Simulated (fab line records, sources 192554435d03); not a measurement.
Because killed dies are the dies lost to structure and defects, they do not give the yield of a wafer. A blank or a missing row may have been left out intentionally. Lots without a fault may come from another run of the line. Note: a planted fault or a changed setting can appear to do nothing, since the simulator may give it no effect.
Which of the tools did it? / flow n5 finfet / 27 wafers from 9 lots sampled at 7 of the route's 1938 steps

## WHAT THE GAUGES SHOWED, per wafer
N5_STI_FIN_REVEAL_INSPECT_13: inspects for defects (darkfield).
lot=L730; measured=day 2 15:13; on=defect inspect-01; raw defect count=7 9 10
lot=L732; measured=day 3 04:28; on=defect inspect-02; raw defect count=8 8 11
lot=L734; measured=day 3 14:02; on=defect inspect-01; raw defect count=6 10 17
lot=L735; measured=day 3 19:26; on=defect inspect-01; raw defect count=11 8 5
lot=L742; measured=day 5 15:10; on=defect inspect-02; raw defect count=31 19 21
lot=L745; measured=day 6 08:22; on=defect inspect-01; raw defect count=16 9 20
lot=L751; measured=day 7 20:46; on=defect inspect-01; raw defect count=17 15 25
lot=L752; measured=day 8 02:35; on=defect inspect-02; raw defect count=18 7 13
lot=L753; measured=day 8 08:13; on=defect inspect-02; raw defect count=8 6 11

N5_DUMMY_GATE_THK_MEAS_05.
lot=L730; measured=day 2 19:50; on=film metro-01; thk nm (nm)=71.5 72.4 72.1
lot=L732; measured=day 3 11:13; on=film metro-01; thk nm (nm)=73.6 73.4 74.6
lot=L734; measured=day 3 18:15; on=film metro-02; thk nm (nm)=73.9 72.9 74.1
lot=L735; measured=day 4 02:10; on=film metro-02; thk nm (nm)=72.6 72.6 74.1
lot=L742; measured=day 5 23:04; on=film metro-02; thk nm (nm)=72.6 72.9 73.4
lot=L745; measured=day 6 15:13; on=film metro-01; thk nm (nm)=72.8 71.5 72.9
lot=L751; measured=day 8 00:58; on=film metro-02; thk nm (nm)=148.1 147.9 146.7
lot=L752; measured=day 8 06:49; on=film metro-02; thk nm (nm)=150.6 149.1 150.4
lot=L753; measured=day 8 12:24; on=film metro-02; thk nm (nm)=148.0 148.0 147.8

N5_DUMMY_GATE_INSPECT_27: inspects for defects (brightfield).
lot=L730; measured=day 3 01:28; on=defect inspect-01; raw defect count=237 229 233
lot=L732; measured=day 3 18:46; on=defect inspect-02; raw defect count=208 215 245
lot=L734; measured=day 3 23:50; on=defect inspect-02; raw defect count=426 327 264
lot=L735; measured=day 4 09:13; on=defect inspect-01; raw defect count=230 313 229
lot=L742; measured=day 6 06:16; on=defect inspect-02; raw defect count=444 398 647
lot=L745; measured=day 6 23:07; on=defect inspect-02; raw defect count=237 253 250
lot=L751; measured=day 8 06:32; on=defect inspect-02; raw defect count=2713 2729 2761
lot=L752; measured=day 8 12:38; on=defect inspect-01; raw defect count=2727 2825 2813
lot=L753; measured=day 8 20:04; on=defect inspect-01; raw defect count=3246 3472 2906

N5_BEOL_M4_RC_MEAS_101.
lot=L730; measured=day 8 20:52; on=prober-01; DIBL_N (mV/V)=33.1 34.9 38.3; DIBL_P (mV/V)=33.5 36.1 39.8; IOFF_N (nA/um)=0.10 0.14 0.22; IOFF_P (nA/um)=0.14 0.18 0.24; ION_N (uA/um)=647 658 696; ION_P (uA/um)=443 454 469; SS_N (mV/dec)=70.5 71.3 72.1; SS_P (mV/dec)=71.6 73.0 73.2; VT_N (mV)=258 252 244; VT_P (mV)=-256 -254 -251
lot=L732; measured=day 9 02:56; on=prober-02; DIBL_N (mV/V)=40.5 37.7 38.3; DIBL_P (mV/V)=39.4 35.1 37.4; IOFF_N (nA/um)=0.23 0.17 0.20; IOFF_P (nA/um)=0.26 0.19 0.23; ION_N (uA/um)=695 676 693; ION_P (uA/um)=463 454 464; SS_N (mV/dec)=73.2 72.8 72.4; SS_P (mV/dec)=74.4 73.9 73.9; VT_N (mV)=247 250 248; VT_P (mV)=-250 -254 -248
lot=L734; measured=day 9 02:46; on=prober-01; DIBL_N (mV/V)=39.7 36.1 35.1; DIBL_P (mV/V)=39.8 32.2 33.3; IOFF_N (nA/um)=0.19 0.13 0.12; IOFF_P (nA/um)=0.27 0.15 0.17; ION_N (uA/um)=657 644 645; ION_P (uA/um)=452 439 449; SS_N (mV/dec)=71.8 70.9 70.6; SS_P (mV/dec)=75.0 72.2 72.6; VT_N (mV)=249 254 254; VT_P (mV)=-248 -255 -255
lot=L735; measured=day 9 23:44; on=prober-02; DIBL_N (mV/V)=39.5 39.0 37.1; DIBL_P (mV/V)=41.3 40.2 36.6; IOFF_N (nA/um)=0.25 0.25 0.20; IOFF_P (nA/um)=0.30 0.30 0.23; ION_N (uA/um)=692 689 687; ION_P (uA/um)=469 468 465; SS_N (mV/dec)=73.0 72.0 72.0; SS_P (mV/dec)=74.9 74.1 73.9; VT_N (mV)=244 242 248; VT_P (mV)=-246 -245 -246
lot=L742; measured=day 11 10:14; on=prober-01; DIBL_N (mV/V)=34.9 35.6 36.1; DIBL_P (mV/V)=33.3 34.0 35.9; IOFF_N (nA/um)=0.14 0.16 0.15; IOFF_P (nA/um)=0.17 0.19 0.21; ION_N (uA/um)=683 686 680; ION_P (uA/um)=465 470 467; SS_N (mV/dec)=71.6 71.4 71.4; SS_P (mV/dec)=72.3 72.0 73.3; VT_N (mV)=252 248 251; VT_P (mV)=-248 -248 -246
lot=L745; measured=day 12 05:59; on=prober-01; DIBL_N (mV/V)=39.8 36.4 31.1; DIBL_P (mV/V)=41.0 36.3 30.7; IOFF_N (nA/um)=0.22 0.14 0.09; IOFF_P (nA/um)=0.27 0.19 0.13; ION_N (uA/um)=696 658 644; ION_P (uA/um)=465 452 447; SS_N (mV/dec)=72.8 71.2 69.8; SS_P (mV/dec)=74.6 72.9 72.0; VT_N (mV)=245 255 257; VT_P (mV)=-246 -252 -255

## WHICH TOOL RAN EACH LOT (tool, then ch and the chambers of the sampled wafers, then the start)
lot=L730; N5_FIN_CUT_CUT_ETCH_27=rie diel-05 ch 1,2,3, day 2 05:00; N5_STI_FIN_REVEAL_CMP_04=cmp-02 ch 0,2, day 2 11:19; N5_DUMMY_GATE_CMP_04=cmp-03 ch 2,3, day 2 19:36
lot=L732; N5_FIN_CUT_CUT_ETCH_27=rie diel-02 ch 0,1,3, day 2 19:12; N5_STI_FIN_REVEAL_CMP_04=cmp-02 ch 0,3, day 3 00:54; N5_DUMMY_GATE_CMP_04=cmp-03 ch 1,2,3, day 3 11:00
lot=L734; N5_FIN_CUT_CUT_ETCH_27=rie diel-04 ch 0,2, day 3 04:26; N5_STI_FIN_REVEAL_CMP_04=cmp-03 ch 2,3, day 3 10:30; N5_DUMMY_GATE_CMP_04=cmp-03 ch 1,2, day 3 18:00
lot=L735; N5_FIN_CUT_CUT_ETCH_27=rie diel-04 ch 0,2, day 3 09:58; N5_STI_FIN_REVEAL_CMP_04=cmp-04 ch 0,3, day 3 15:44; N5_DUMMY_GATE_CMP_04=cmp-02 ch 1,3, day 4 01:55
lot=L742; N5_FIN_CUT_CUT_ETCH_27=rie diel-04 ch 0,2,3, day 5 05:20; N5_STI_FIN_REVEAL_CMP_04=cmp-02 ch 0,3, day 5 11:36; N5_DUMMY_GATE_CMP_04=cmp-01 ch 0,2,3, day 5 22:55
lot=L745; N5_FIN_CUT_CUT_ETCH_27=rie diel-02 ch 0,1,2, day 5 22:09; N5_STI_FIN_REVEAL_CMP_04=cmp-02 ch 0,2, day 6 04:44; N5_DUMMY_GATE_CMP_04=cmp-02 ch 0,1, day 6 14:58
lot=L751; N5_FIN_CUT_CUT_ETCH_27=rie diel-02 ch 0,2,3, day 7 11:37; N5_STI_FIN_REVEAL_CMP_04=cmp-04 ch 0,2,3, day 7 17:10; N5_DUMMY_GATE_CMP_04=cmp-03 ch 0,2,3, day 8 00:43
lot=L752; N5_FIN_CUT_CUT_ETCH_27=rie diel-04 ch 0,1,2, day 7 17:00; N5_STI_FIN_REVEAL_CMP_04=cmp-02 ch 1,2, day 7 22:44; N5_DUMMY_GATE_CMP_04=cmp-01 ch 1,2,3, day 8 06:40
lot=L753; N5_FIN_CUT_CUT_ETCH_27=rie diel-05 ch 0,2,3, day 7 22:14; N5_STI_FIN_REVEAL_CMP_04=cmp-02 ch 0,1,3, day 8 04:07; N5_DUMMY_GATE_CMP_04=cmp-03 ch 0,1, day 8 12:10
- N5_FIN_CUT_CUT_ETCH_27: etches SiO2 in CHF3/O2, target depth 4 nm, overetch 2 nm, time 4.9 s.
- N5_STI_FIN_REVEAL_CMP_04: polishes, stops on Si3N4, t overpolish 4 s, target thk 131.83 nm.
- N5_DUMMY_GATE_CMP_04: polishes a-Si.

## AS READ BY THE TOOLS THEMSELVES (means over the sampled wafers that have a number; for cases with no such wafer, the mark the record gives instead)
N5_FIN_CUT_CUT_ETCH_27.
lot=L730; tool=rie diel-05; bias w (W)=170.1; drypump motor current A (A)=5.5; oes product au (a.u.)=0.57; rf vpp V (V)=516; showerhead plenum p Torr (Torr)=2.37; throttle valve pct (%)=18.80
lot=L732; tool=rie diel-02; bias w (W)=170.0; drypump motor current A (A)=5.8; oes product au (a.u.)=0.58; rf vpp V (V)=525; showerhead plenum p Torr (Torr)=2.40; throttle valve pct (%)=18.95
lot=L734; tool=rie diel-04; bias w (W)=169.8; drypump motor current A (A)=5.0; oes product au (a.u.)=0.63; rf vpp V (V)=514; showerhead plenum p Torr (Torr)=2.40; throttle valve pct (%)=18.65
lot=L735; tool=rie diel-04; bias w (W)=170.3; drypump motor current A (A)=5.0; oes product au (a.u.)=0.63; rf vpp V (V)=514; showerhead plenum p Torr (Torr)=2.40; throttle valve pct (%)=18.65
lot=L742; tool=rie diel-04; bias w (W)=170.0; drypump motor current A (A)=5.1; oes product au (a.u.)=0.65; rf vpp V (V)=525; showerhead plenum p Torr (Torr)=2.40; throttle valve pct (%)=18.56
lot=L745; tool=rie diel-02; bias w (W)=169.7; drypump motor current A (A)=5.9; oes product au (a.u.)=0.58; rf vpp V (V)=523; showerhead plenum p Torr (Torr)=2.43; throttle valve pct (%)=19.09
lot=L751; tool=rie diel-02; bias w (W)=170.1; drypump motor current A (A)=5.7; oes product au (a.u.)=0.62; rf vpp V (V)=526; showerhead plenum p Torr (Torr)=2.44; throttle valve pct (%)=18.93
lot=L752; tool=rie diel-04; bias w (W)=170.2; drypump motor current A (A)=5.4; oes product au (a.u.)=0.65; rf vpp V (V)=528; showerhead plenum p Torr (Torr)=2.44; throttle valve pct (%)=18.74
lot=L753; tool=rie diel-05; bias w (W)=170.4; drypump motor current A (A)=5.9; oes product au (a.u.)=0.62; rf vpp V (V)=525; showerhead plenum p Torr (Torr)=2.41; throttle valve pct (%)=18.91

N5_STI_FIN_REVEAL_CMP_04.
lot=L730; tool=cmp-02; edge zone pressure frac=1.002; head pressure psi (psi)=2.000; motor current A (A)=8.3; overpolish run s (s)=4.005; platen rpm (rpm)=54.19; slurry flow ml min=150.0; time to endpoint s (s)=101
lot=L732; tool=cmp-02; edge zone pressure frac=0.999; head pressure psi (psi)=1.999; motor current A (A)=7.4; overpolish run s (s)=3.997; platen rpm (rpm)=54.15; slurry flow ml min=149.9; time to endpoint s (s)=109
lot=L734; tool=cmp-03; edge zone pressure frac=0.995; head pressure psi (psi)=2.005; motor current A (A)=8.4; overpolish run s (s)=4.001; platen rpm (rpm)=54.19; slurry flow ml min=150.4; time to endpoint s (s)=107
lot=L735; tool=cmp-04; edge zone pressure frac=1.005; head pressure psi (psi)=1.998; motor current A (A)=8.4; overpolish run s (s)=3.999; platen rpm (rpm)=54.18; slurry flow ml min=149.7; time to endpoint s (s)=102
lot=L742; tool=cmp-02; edge zone pressure frac=1.002; head pressure psi (psi)=2.003; motor current A (A)=7.7; overpolish run s (s)=4.000; platen rpm (rpm)=54.15; slurry flow ml min=149.5; time to endpoint s (s)=107
lot=L745; tool=cmp-02; edge zone pressure frac=1.000; head pressure psi (psi)=2.000; motor current A (A)=8.6; overpolish run s (s)=3.996; platen rpm (rpm)=54.18; slurry flow ml min=149.6; time to endpoint s (s)=111
lot=L751; tool=cmp-04; edge zone pressure frac=1.006; head pressure psi (psi)=1.999; motor current A (A)=8.5; overpolish run s (s)=4.006; platen rpm (rpm)=54.18; slurry flow ml min=150.2; time to endpoint s (s)=105
lot=L752; tool=cmp-02; edge zone pressure frac=1.002; head pressure psi (psi)=1.995; motor current A (A)=8.7; overpolish run s (s)=4.008; platen rpm (rpm)=54.19; slurry flow ml min=149.8; time to endpoint s (s)=104
lot=L753; tool=cmp-02; edge zone pressure frac=1.002; head pressure psi (psi)=2.000; motor current A (A)=7.9; overpolish run s (s)=3.999; platen rpm (rpm)=54.20; slurry flow ml min=150.0; time to endpoint s (s)=101

N5_DUMMY_GATE_CMP_04.
lot=L730; tool=cmp-03; edge zone pressure frac=1.003; motor current A (A)=10.2; slurry flow ml min=150.2; time to endpoint s (s)=12.3
lot=L732; tool=cmp-03; edge zone pressure frac=1.004; motor current A (A)=10.7; slurry flow ml min=150.4; time to endpoint s (s)=15.8
lot=L734; tool=cmp-03; edge zone pressure frac=1.004; motor current A (A)=11.2; slurry flow ml min=149.6; time to endpoint s (s)=15.5
lot=L735; tool=cmp-02; edge zone pressure frac=0.998; motor current A (A)=9.8; slurry flow ml min=150.1; time to endpoint s (s)=16.3
lot=L742; tool=cmp-01; edge zone pressure frac=1.002; motor current A (A)=10.2; slurry flow ml min=150.3; time to endpoint s (s)=12.1
lot=L745; tool=cmp-02; edge zone pressure frac=0.995; motor current A (A)=10.9; slurry flow ml min=150.4; time to endpoint s (s)=11.1
lot=L751; tool=cmp-03; edge zone pressure frac=-; motor current A (A)=-; slurry flow ml min=-; time to endpoint s (s)=-
lot=L752; tool=cmp-01; edge zone pressure frac=-; motor current A (A)=-; slurry flow ml min=-; time to endpoint s (s)=-
lot=L753; tool=cmp-03; edge zone pressure frac=-; motor current A (A)=-; slurry flow ml min=-; time to endpoint s (s)=-

## THE ANSWER, worked out from the rows above alone
Rule: the lots themselves supply what counts as usual. Put in order of their means at a reading, lots are off if they are a third of the lots or fewer, leave a main group of 4 or more, and stand apart from it by a gap of 3 or more times the standard deviation of the main group's means; of several such gaps the widest counts. If all means in a main group match to the digits the tables above print for the reading, that group is not used. A lot without any number at a reading at which 4 lots or more have one is off too. All remaining lots with rows at the step are treated as sound. Order of review: gauges by route order, followed by the tools' own readings, for which a lot's mean as printed above is used. At the first step where some lot is off, the reading lying furthest off is the one used; lots without a number count as furthest.
Off, at N5_DUMMY_GATE_THK_MEAS_05 on thk nm: L751, L752, L753. For the main group the mean is 73.0 nm and the standard deviation 0.65.
A tool fits if, at a process step before that reading, it ran every lot that is off, and no sound lot after the first of them. The gauges at N5_DUMMY_GATE_THK_MEAS_05 aren't tried: what is off there is off at N5_DUMMY_GATE_INSPECT_27 too, on other tools, and a gauge's error can't cause that. None of those tried fits.

## WHAT THE SIMULATOR PUT IN
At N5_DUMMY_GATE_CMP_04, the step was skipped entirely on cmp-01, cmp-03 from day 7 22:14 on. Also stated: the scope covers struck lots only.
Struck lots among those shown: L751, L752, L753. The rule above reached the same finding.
